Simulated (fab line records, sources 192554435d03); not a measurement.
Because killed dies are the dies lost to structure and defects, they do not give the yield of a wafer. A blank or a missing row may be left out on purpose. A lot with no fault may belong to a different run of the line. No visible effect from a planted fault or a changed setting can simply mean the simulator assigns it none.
Matching of chambers || flow n5 finfet || N5_FIN_CUT_CUT_ETCH_28 on rie si-02 has 4 sister chambers
The step etches Si in HBr/Cl2/O2, target depth 6 nm, time 2.4 s. 8 wafers are shown with their chamber, then 8 later ones without.

WAFERS, EACH WITH ITS CHAMBER
{"wafer": "L075.2", "chamber": 2, "throttle valve pct (%)": 37.32, "oes product au (a.u.)": 0.974}
{"wafer": "L075.4", "chamber": 1, "throttle valve pct (%)": 37.74, "oes product au (a.u.)": 1.003}
{"wafer": "L077.5", "chamber": 0, "throttle valve pct (%)": 37.22, "oes product au (a.u.)": 0.998}
{"wafer": "L077.6", "chamber": 3, "throttle valve pct (%)": 37.21, "oes product au (a.u.)": 1.007}
{"wafer": "L079.3", "chamber": 1, "throttle valve pct (%)": 37.73, "oes product au (a.u.)": 0.999}
{"wafer": "L079.4", "chamber": 0, "throttle valve pct (%)": 37.20, "oes product au (a.u.)": 1.000}
{"wafer": "L079.6", "chamber": 2, "throttle valve pct (%)": 37.34, "oes product au (a.u.)": 0.983}
{"wafer": "L091.2", "chamber": 3, "throttle valve pct (%)": 37.21, "oes product au (a.u.)": 1.001}

WAFERS WHOSE CHAMBER IS MISSING
{"wafer": "L091.4", "throttle valve pct (%)": 37.73, "oes product au (a.u.)": 0.996}
{"wafer": "L091.6", "throttle valve pct (%)": 37.20, "oes product au (a.u.)": 1.008}
{"wafer": "L093.1", "throttle valve pct (%)": 37.33, "oes product au (a.u.)": 0.983}
{"wafer": "L093.5", "throttle valve pct (%)": 37.73, "oes product au (a.u.)": 0.998}
{"wafer": "L093.6", "throttle valve pct (%)": 37.21, "oes product au (a.u.)": 0.999}
{"wafer": "L096.1", "throttle valve pct (%)": 37.74, "oes product au (a.u.)": 0.992}
{"wafer": "L096.3", "throttle valve pct (%)": 37.19, "oes product au (a.u.)": 1.010}
{"wafer": "L096.5", "throttle valve pct (%)": 37.72, "oes product au (a.u.)": 1.003}

WHICH CHAMBER EACH ONE RAN IN
{"wafer": "L091.4", "from the rows above": 1, "in truth": 1}
{"wafer": "L091.6", "from the rows above": "can't be placed: 3 or 0", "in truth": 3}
{"wafer": "L093.1", "from the rows above": 2, "in truth": 2}
{"wafer": "L093.5", "from the rows above": 1, "in truth": 1}
{"wafer": "L093.6", "from the rows above": "can't be placed: 0 or 3", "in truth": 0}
{"wafer": "L096.1", "from the rows above": 1, "in truth": 1}
{"wafer": "L096.3", "from the rows above": "can't be placed: 3 or 0", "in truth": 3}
{"wafer": "L096.5", "from the rows above": 1, "in truth": 1}
5 of 8 placed correctly. Unplaceable from these rows: 3, with the true chamber sitting among the candidates in 3. Placed wrongly: 0.
How it was worked out, from the rows above alone: a wafer's distance from a chamber is the root of the sum, over the readings, of the square of ((its reading less the chamber's mean) divided by the reading's scatter). The wafer belongs to the nearest chamber; if the next one is less than 2 further off, it can't be placed. The mean given for a chamber averages the wafers shown for that chamber. The scatter: take each reading less its chamber's mean, square it, sum over the shown wafers, divide by the number of wafers less the number of chambers, and take the root.
